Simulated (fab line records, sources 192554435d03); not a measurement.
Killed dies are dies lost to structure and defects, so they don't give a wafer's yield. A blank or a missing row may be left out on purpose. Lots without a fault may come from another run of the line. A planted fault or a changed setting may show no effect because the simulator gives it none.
Chamber matching | flow n5_finfet | N5_BEOL_M11_ETCH_61 on rie_diel-06: 4 sister chambers
The step etches SiARC in CF4, target depth 39 nm, time 65 s. 14 wafers are shown with their chamber, then 7 later ones without.

WAFERS WITH THEIR CHAMBER
wafer  | chamber | showerhead_plenum_p_Torr (Torr) | drypump_motor_current_A (A) | oes_product_au (a.u.)
L398.2 | 0       | 2.04                            | 5.1                         | 0.63
L398.4 | 2       | 2.11                            | 5.9                         | 0.85
L398.5 | 0       | 2.04                            | 5.1                         | 0.62
L402.1 | 2       | 2.11                            | 5.8                         | 0.81
L402.3 | 3       | 2.22                            | 6.6                         | 0.61
L402.5 | 2       | 2.11                            | 5.9                         | 0.81
L403.1 | 2       | 2.11                            | 5.9                         | 0.80
L403.2 | 1       | 2.25                            | 6.6                         | 0.71
L403.4 | 3       | 2.22                            | 6.5                         | 0.61
L417.2 | 2       | 2.10                            | 5.9                         | 0.75
L417.5 | 1       | 2.25                            | 6.6                         | 0.70
L417.6 | 2       | 2.10                            | 5.9                         | 0.76
L415.1 | 3       | 2.21                            | 6.5                         | 0.59
L415.2 | 2       | 2.10                            | 5.9                         | 0.76

SIGNATURES (means of the wafers above)
reading                  | chamber 0 | chamber 1 | chamber 2 | chamber 3 | scatter within a chamber
showerhead_plenum_p_Torr | 2.0400    | 2.2500    | 2.1057    | 2.2167    | 0.00488
drypump_motor_current_A  | 5.100     | 6.600     | 5.886     | 6.533     | 0.039
oes_product_au           | 0.6250    | 0.7050    | 0.7914    | 0.6033    | 0.0287
Rule: a wafer's distance from a chamber is the root of the sum, over the readings, of the square of ((its reading less the chamber's mean) divided by the reading's scatter). The wafer belongs to the nearest chamber; if the next one is less than 2 further off, it can't be placed. The scatter: the root of (the sum of the squares of (reading less its chamber's mean) over the shown wafers, divided by (wafers less chambers)).

WAFERS WITHOUT THEIR CHAMBER
wafer  | showerhead_plenum_p_Torr (Torr) | drypump_motor_current_A (A) | oes_product_au (a.u.)
L415.5 | 2.24                            | 6.5                         | 0.69
L414.2 | 2.10                            | 5.9                         | 0.76
L414.3 | 2.21                            | 6.5                         | 0.60
L414.4 | 2.21                            | 6.5                         | 0.60
L418.1 | 2.03                            | 5.1                         | 0.60
L418.3 | 2.20                            | 6.5                         | 0.60
L418.4 | 2.10                            | 5.9                         | 0.75

WHICH CHAMBER EACH WENT THROUGH
wafer  | from the rows above | in truth
L415.5 | 1                   | 1
L414.2 | 2                   | 2
L414.3 | 3                   | 3
L414.4 | 3                   | 3
L418.1 | 0                   | 0
L418.3 | 3                   | 3
L418.4 | 2                   | 2
Placed correctly: 7 of 7. Can't be placed from these rows: 0. Placed wrongly: 0.
